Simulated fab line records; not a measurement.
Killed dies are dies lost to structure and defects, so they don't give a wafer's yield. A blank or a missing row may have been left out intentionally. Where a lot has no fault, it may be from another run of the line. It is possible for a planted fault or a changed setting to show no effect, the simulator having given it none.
Struck lot and sound lot, side by side | flow nand-harc | 14 out of 1302 route steps
Sound: these wafers, L535.2, L535.4, L535.5. Wafers L543.3, L543.4, L543.6 were the ones struck. The cause comes at the end.
For every step that has rows: the tool of each side, followed by ch and its chambers, followed by its first start. Under that, the readings that differ: sound wafers | struck wafers | difference of the means | sigmas: that difference in standard deviations of wafers without a fault.
alike: readings whose means differ by less than 2 such deviations, and words and numbers that are the same on both sides. not compared: withheld readings, readings that some wafer has no value for, bounds like >300 that may hide the same value, and numbers for which the record gives no deviation and whose values overlap.
The two part at a step that has a row with sigmas, a row that says differs or no value, or rows on one side only. Numbers that have no deviation but don't overlap get no sigmas and don't part them. A reading missing from all wafers of one side parts the sides only when that side holds two or more wafers.

NHARC_P_GATE_CD_MEAS_59: target cd 720 nm.
  sound on cd-sem-03 ch 0, day 10 02:52; struck on cd-sem-03 ch 0, day 13 02:02
  alike: cd-nm
then, 1 step without rows for these wafers: NHARC_P_GATE_HARDBAKE_60 (time 80 s).
NHARC_P_GATE_DESCUM_61: chemistry O2, time 3 s.
  sound on rie-diel-10 ch 0,1,3, day 10 03:02; struck on rie-diel-10 ch 1,2, day 13 02:13
  reading      | sound          | struck         | difference | sigmas
  rf-vpp-V (V) | 57.3 56.9 56.5 | 61.3 58.3 57.2 | +2.0       | +2
  alike: drypump-motor-current-A, oes-product-au, showerhead-plenum-p-Torr, throttle-valve-pct
  not compared: rf-hours-counter-h
after that, 1 step had no rows for these wafers: NHARC_P_GATE_IMPLANT_62.
NHARC_P_GATE_STRIP_112: strips in N2/H2, time 200 s.
  sound on plasma-asher-02 ch 0,1, day 10 03:34; struck on plasma-asher-01 ch 0,1, day 13 02:39
  alike: drypump-motor-current-A, heater-power-w
  not compared: rf-hours-counter-h
NHARC_P_GATE_STRIP_76: strips in O2.
  sound on plasma-asher-02 ch 0,1, day 10 03:47; struck on plasma-asher-01 ch 0,1, day 13 02:51
  alike: drypump-motor-current-A, heater-power-w
  not compared: rf-hours-counter-h
then, 6 steps without rows for these wafers: NHARC_P_GATE_STRIP_63 (strips in SPM, time 900 s); NHARC_P_GATE_DEHYDRATE_83 (time 120 s); NHARC_P_GATE_HMDS_84 (time 30 s); NHARC_P_GATE_COAT_85; NHARC_P_GATE_SOFTBAKE_86 (time 95 s); NHARC_P_GATE_EBR_87.
NHARC_P_GATE_EXPOSE_88: exposes mask P HVN, target cd 2000 nm.
  sound on krf-scanner-01 ch 0, day 10 04:32; struck on krf-scanner-03 ch 0, day 13 03:36
  reading                        | sound             | struck            | difference | sigmas
  focus-offset-nm (nm)           | 1.4 1.0 1.3       | 0.1 0.3 -1.0      | -1.4       | -2
  model.P_GATE.overlay-x-nm (nm) | 3.793 3.793 3.793 | 144.9 144.9 144.9 | +141.1     |
  alike: mask
then, 1 step without rows for these wafers: NHARC_P_GATE_PEB_89 (peb time 85 s).

WHERE THEY PART
Earliest at NHARC_P_GATE_DESCUM_61; latest, in this record, at NHARC_P_GATE_EXPOSE_88.

WHY: what the simulator had put in
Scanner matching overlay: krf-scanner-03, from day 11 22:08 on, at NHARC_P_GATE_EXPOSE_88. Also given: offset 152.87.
